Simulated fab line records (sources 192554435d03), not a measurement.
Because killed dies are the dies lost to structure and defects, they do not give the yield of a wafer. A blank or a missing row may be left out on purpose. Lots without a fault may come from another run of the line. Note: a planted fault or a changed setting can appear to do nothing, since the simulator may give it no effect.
Which tool is to blame?	flow n5Finfet	10 lots, 30 wafers sampled, at 3 steps of a route of 1938

WHAT THE GAUGES READ, wafer by wafer
N5_BEOL_M15_CD_MEAS_10: target cd 360 nm.
lot	measured	on	cdNm (nm)
L368	day 11 05:38	cdSem-01	358.5 358.8 358.7
L372	day 11 20:29	cdSem-02	359.5 358.0 359.2
L374	day 12 07:13	cdSem-02	361.1 359.3 360.2
L376	day 12 13:48	cdSem-03	361.4 360.1 359.9
L380	day 13 20:50	cdSem-02	359.9 360.8 360.4
L381	day 14 03:54	cdSem-02	360.5 360.7 360.7
L383	day 15 00:14	cdSem-02	359.2 359.4 357.9
L388	day 16 09:44	cdSem-02	379.0 379.8 379.5
L389	day 17 03:17	cdSem-01	359.9 359.7 358.5
L390	day 17 19:36	cdSem-02	370.9 370.8 369.6

WHICH TOOL RAN EACH LOT (tool, then ch and the chambers of the sampled wafers, then the start)
lot	N5_BEOL_M14_ETCH_67	N5_BEOL_M15_EXPOSE_07
L368	rieDiel-03 ch 0,1,2, day 11 00:29	krfScanner-02 ch 0, day 11 05:29
L372	rieDiel-03 ch 0,1,2, day 11 14:54	krfScanner-01 ch 0, day 11 20:19
L374	rieDiel-03 ch 1,3, day 12 02:52	krfScanner-02 ch 0, day 12 07:03
L376	rieDiel-03 ch 0,1,2, day 12 10:02	krfScanner-02 ch 0, day 12 13:38
L380	rieDiel-03 ch 0,2,3, day 13 17:44	krfScanner-02 ch 0, day 13 20:40
L381	rieDiel-03 ch 0,3, day 13 21:54	krfScanner-01 ch 0, day 14 03:44
L383	rieDiel-02 ch 2,3, day 14 20:14	krfScanner-01 ch 0, day 15 00:04
L388	rieDiel-02 ch 0,2, day 16 04:58	krfScanner-02 ch 0, day 16 09:34
L389	rieDiel-03 ch 0,3, day 16 17:19	krfScanner-01 ch 0, day 17 03:07
L390	rieDiel-03 ch 0,3, day 17 12:16	krfScanner-02 ch 0, day 17 19:26
- N5_BEOL_M14_ETCH_67: etches SiARC in CF4, target depth 143 nm, time 238.3 s.
- N5_BEOL_M15_EXPOSE_07: exposes mask V14.

THE ANSWER, worked out from the rows above alone
Rule: the lots themselves supply what counts as usual. The widest of any qualifying gaps counts: lots, ordered by their means at a reading, are off when they make up no more than a third of the lots, leave a main group of 4 or more, and stand apart from it by 3 or more times the standard deviation of that group's means. The tables above print the reading to a certain number of digits; a main group whose means all agree to those digits is not used. A lot without any number at a reading at which 4 lots or more have one is off too. Where the step has rows for the other lots, those lots are counted as sound.
Off, at N5_BEOL_M15_CD_MEAS_10 on cdNm: L388, L390. The main group has a mean of 359.7 nm with a standard deviation of 0.77.
A tool fits if, at a process step before that reading, it ran every lot that is off, and no sound lot after the first of them. Gauges at N5_BEOL_M15_CD_MEAS_10: tried the same way as those tools. 2 tools fit, krfScanner-02 at N5_BEOL_M15_EXPOSE_07 and cdSem-02 at N5_BEOL_M15_CD_MEAS_10, so this cannot tell which one it is.

WHAT WAS PUT IN BY THE SIMULATOR
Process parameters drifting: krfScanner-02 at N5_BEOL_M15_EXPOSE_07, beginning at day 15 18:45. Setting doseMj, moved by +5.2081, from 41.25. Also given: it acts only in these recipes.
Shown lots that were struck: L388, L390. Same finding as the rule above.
